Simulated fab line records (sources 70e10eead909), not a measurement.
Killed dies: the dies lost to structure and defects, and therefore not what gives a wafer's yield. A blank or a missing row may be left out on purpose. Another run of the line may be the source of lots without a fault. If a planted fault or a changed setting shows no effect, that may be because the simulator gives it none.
Comparing a struck lot with a sound one | flow nandHarc | 17 out of 1302 route steps
Sound: these wafers, L815.1, L815.3, L815.4. Struck: wafer L823.6 (left out: L823.3, L823.4 of the same lot, which were not struck); the cause appears at the end.
Each step with rows lists, per side, the tool, then ch with its chambers, then its first start. Under that, the readings that differ: sound wafers | struck wafers | difference of the means | sigmas: that difference in standard deviations of wafers without a fault.
alike: readings whose means differ by less than 2 such deviations, and words and numbers that are the same on both sides. not compared: withheld readings, readings that some wafer has no value for, bounds like >300 that may hide the same value, and numbers for which the record gives no deviation and whose values overlap.
A row with sigmas, a row that says differs or no value, or rows on one side alone: a step with any of these is where the two part. When numbers do not overlap yet have no deviation, they are printed without sigmas and do not part them. Lack of a reading on every wafer of one side parts them only where that side has two or more wafers.

NHARC_P_GATE_DESCUM_93: chemistry O2, time 3 s.
  sound on rieDiel-08 ch 0,1,3, day 7 13:21; struck on rieDiel-08 ch 3, day 10 23:57
reading    | sound          | struck | difference | sigmas
rfVppV (V) | 58.5 59.2 56.3 | 60.1   | +2.1       | +2
  alike: drypumpMotorCurrentA, oesProductAu, showerheadPlenumPTorr, throttleValvePct
  not compared: rfHoursCounterH
then, 6 steps without rows for these wafers: NHARC_P_GATE_IMPLANT_94; NHARC_P_GATE_STRIP_113 (strips in N2/H2, time 740 s); NHARC_P_GATE_STRIP_95 (strips in O2); NHARC_P_GATE_STRIP_96 (strips in SPM, time 900 s); NHARC_P_GATE_RTA_64 (time 1 s); NHARC_P_GATE_ETCH_77 (etches SiO2 in dHF, target depth 6 nm).
NHARC_P_GATE_DEGAS_109: time 60 s.
  sound on pvdSputter-01, day 7 15:28; struck on pvdSputter-02, day 11 01:55
  alike: heaterPowerW
then, 3 steps without rows for these wafers: NHARC_P_GATE_PRE_CLEAN_110 (time 30 s); NHARC_P_GATE_SPUTTER_78 (material Ni, target thk 10 nm); NHARC_P_GATE_SPUTTER_79 (material TiN, target thk 10 nm).
NHARC_P_GATE_RTA_80: time 30 s.
  sound on rtpAnneal-02 ch 0, day 7 15:47; struck on rtpAnneal-02 ch 0, day 11 02:16
  alike: lampPowerPct, wafer_temp_C_max
NHARC_P_GATE_STRIP_67: strips in SPM, time 600 s.
  sound on wetBench-07 ch 0,5,6, day 7 15:59; struck on wetBench-07 ch 1, day 11 02:25
  alike: tempC
NHARC_P_GATE_RTA_82: time 30 s.
  sound on rtpAnneal-01 ch 0, day 7 16:15; struck on rtpAnneal-01 ch 0, day 11 02:44
  alike: lampPowerPct, wafer_temp_C_max
NHARC_P_GATE_INSPECT_68:
  sound on defectInspect-01, day 7 16:38; struck on defectInspect-02, day 11 02:52
reading        | sound       | struck | difference | sigmas
rawDefectCount | 186 213 199 | 1307   | +1108      | +15
NHARC_P_CONTACT_DEP_30: deposits SiNx, target thk 30 nm.
  sound on pecvd-04 ch 0,1, day 7 16:44; struck on pecvd-02 ch 2, day 11 02:56
  alike: heaterPowerW
-- jump in the record: it breaks off in module P_CONTACT and resumes in module END (first step shown: number 1302 of the route), and 19 days separate the struck wafers' starts before and after --
NHARC_END_SORT_01:
  the record has rows for the struck wafers here (prober-01 ch 0, day 29 22:01) and none for the sound ones

== WHERE THEY PART ==
First at NHARC_P_GATE_DESCUM_93; last, within this record, at NHARC_END_SORT_01.

WHY: what had been put in by the simulator
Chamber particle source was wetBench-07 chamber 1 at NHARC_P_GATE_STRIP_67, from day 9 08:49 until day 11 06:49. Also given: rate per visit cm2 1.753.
